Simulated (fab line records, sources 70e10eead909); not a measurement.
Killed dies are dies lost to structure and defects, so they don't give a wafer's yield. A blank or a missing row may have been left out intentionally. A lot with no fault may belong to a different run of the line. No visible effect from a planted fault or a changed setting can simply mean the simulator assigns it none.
A single fault, viewed from 2 desks    flow nandHarc    what lay behind the numbers comes last; until then each desk has only its own

== DESK OF THE TOOL OWNER: rieDiel-10 ==
The tool's own readings at NHARC_A_CHANNEL_HOLE_D1_ETCH_38 (etches the open film in CF4, target depth 39 nm, time 65 s): means of the sampled wafers that have a number, for each lot that ran on this tool. Marked OUT: a lot whose mean sits more than 4 standard deviations from the usual mean, which makes it out of limits; the brackets give that distance.
Columns: A = drypumpMotorCurrentA at NHARC_A_CHANNEL_HOLE_D1_ETCH_38, usual 5.85 A; B = oesProductAu at NHARC_A_CHANNEL_HOLE_D1_ETCH_38, usual 1.000 a.u.; C = rfVppV at NHARC_A_CHANNEL_HOLE_D1_ETCH_38, usual 151.1 V; D = showerheadPlenumPTorr at NHARC_A_CHANNEL_HOLE_D1_ETCH_38, usual 1.75 Torr; E = throttleValvePct at NHARC_A_CHANNEL_HOLE_D1_ETCH_38, usual 13.285 %
lot   first seen here  A     B      C      D     E
L413  day 9 01:49      5.66  0.997  150.2  1.72  13.287
L415  day 9 04:02      5.96  0.993  151.6  1.76  13.283
L416  day 9 20:06      5.70  0.996  151.6  1.75  13.288
L419  day 10 00:43     5.68  0.996  151.0  1.75  13.283
L423  day 11 08:16     5.51  1.003  150.5  1.71  13.288
L422  day 11 21:35     5.68  0.997  150.6  1.77  13.289
L434  day 14 12:20     5.95  0.994  150.3  1.76  13.282
This desk found nothing out of limits on any of the 7 lots.

== THE DEFECT DESK ==
Per lot, the means of the sampled wafers with a number show what the inspections along the route counted. Marked OUT: a lot whose mean sits more than 4 standard deviations from the usual mean, which makes it out of limits; the brackets give that distance.
Columns: A = rawDefectCount at NHARC_A_CHANNEL_HOLE_D1_INSPECT_40, usual 56
lot   first seen here  A
L413  day 9 08:39      79
L415  day 9 12:56      36
L418  day 10 00:36     60
L416  day 10 05:24     57
L419  day 10 08:07     59
L423  day 11 15:13     317 (+16) OUT
L422  day 12 04:24     327 (+17) OUT
L427  day 12 13:29     49
L429  day 12 23:56     42
L433  day 13 22:31     64
L434  day 14 19:08     51
This desk finds L422, L423 out of limits, L423 being first, at day 11 15:13 (rawDefectCount at NHARC_A_CHANNEL_HOLE_D1_INSPECT_40). L413, L415, L418, L416, L419, L427, L429, L433, L434: within limits.

== PUT TOGETHER ==
The defect desk could have raised an alarm at day 11 15:13, on L422, L423.
The desk of the tool owner found nothing out of limits.
The tool owner's desk has L422, L423 on record, within its limits.
Every lot named ran NHARC_A_CHANNEL_HOLE_D1_ETCH_38 on rieDiel-10.

== WHAT THE SIMULATOR PUT IN ==
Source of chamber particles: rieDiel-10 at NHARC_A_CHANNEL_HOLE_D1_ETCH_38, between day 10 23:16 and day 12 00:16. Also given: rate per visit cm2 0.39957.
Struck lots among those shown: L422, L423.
Hours from the fault's start to each desk's first reading out of limits: the defect desk, 16.
